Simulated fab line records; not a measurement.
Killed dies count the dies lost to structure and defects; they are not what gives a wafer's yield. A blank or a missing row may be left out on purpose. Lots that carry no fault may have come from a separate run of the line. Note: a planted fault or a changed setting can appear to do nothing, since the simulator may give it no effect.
Chamber matching || flow n5 finfet || N5_STI_FIN_REVEAL_ALD_00 on ald sin-03 has 4 sister chambers
The step deposits SiO2, target thk 1 nm, pulse time 1 s. 8 wafers are shown with their chamber, then 8 later ones without.

== WAFERS, EACH WITH ITS CHAMBER ==
{"wafer": "L079.3", "chamber": 3, "heater power w (W)": 462, "precursor pulse height rel": 1.010}
{"wafer": "L081.3", "chamber": 1, "heater power w (W)": 392, "precursor pulse height rel": 0.989}
{"wafer": "L084.1", "chamber": 2, "heater power w (W)": 434, "precursor pulse height rel": 0.983}
{"wafer": "L084.5", "chamber": 1, "heater power w (W)": 409, "precursor pulse height rel": 0.971}
{"wafer": "L086.1", "chamber": 0, "heater power w (W)": 523, "precursor pulse height rel": 0.976}
{"wafer": "L086.2", "chamber": 3, "heater power w (W)": 462, "precursor pulse height rel": 0.995}
{"wafer": "L086.5", "chamber": 0, "heater power w (W)": 511, "precursor pulse height rel": 1.008}
{"wafer": "L089.2", "chamber": 2, "heater power w (W)": 432, "precursor pulse height rel": 0.996}

== WAFERS WHOSE CHAMBER IS MISSING ==
{"wafer": "L089.4", "heater power w (W)": 431, "precursor pulse height rel": 1.003}
{"wafer": "L089.6", "heater power w (W)": 454, "precursor pulse height rel": 0.979}
{"wafer": "L092.1", "heater power w (W)": 404, "precursor pulse height rel": 1.026}
{"wafer": "L092.2", "heater power w (W)": 461, "precursor pulse height rel": 1.017}
{"wafer": "L092.4", "heater power w (W)": 421, "precursor pulse height rel": 1.003}
{"wafer": "L096.1", "heater power w (W)": 435, "precursor pulse height rel": 1.025}
{"wafer": "L096.4", "heater power w (W)": 403, "precursor pulse height rel": 1.021}
{"wafer": "L096.5", "heater power w (W)": 418, "precursor pulse height rel": 0.990}

== EACH ONE'S CHAMBER ==
{"wafer": "L089.4", "from the rows above": 2, "in truth": 2}
{"wafer": "L089.6", "from the rows above": "can't be placed: 3 or 2", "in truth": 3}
{"wafer": "L092.1", "from the rows above": "can't be placed: 1 or 2", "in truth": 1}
{"wafer": "L092.2", "from the rows above": 3, "in truth": 3}
{"wafer": "L092.4", "from the rows above": "can't be placed: 2 or 1", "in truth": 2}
{"wafer": "L096.1", "from the rows above": "can't be placed: 2 or 3", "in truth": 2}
{"wafer": "L096.4", "from the rows above": "can't be placed: 1 or 2", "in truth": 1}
{"wafer": "L096.5", "from the rows above": "can't be placed: 2 or 1", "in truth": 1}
Correct placement for 2 of the 8. From these rows, 6 cannot be placed; in 6 the true chamber is one of the candidates. Wrongly placed: 0.
How it was worked out, from the rows above alone: a wafer's distance from a chamber is the root of the sum, over the readings, of the square of ((its reading less the chamber's mean) divided by the reading's scatter). If the next closest chamber is less than 2 further off than the closest, the wafer can't be placed; otherwise it belongs to the closest. The mean given for a chamber averages the wafers shown for that chamber. The scatter: the root of (the sum of the squares of (reading less its chamber's mean) over the shown wafers, divided by (wafers less chambers)).
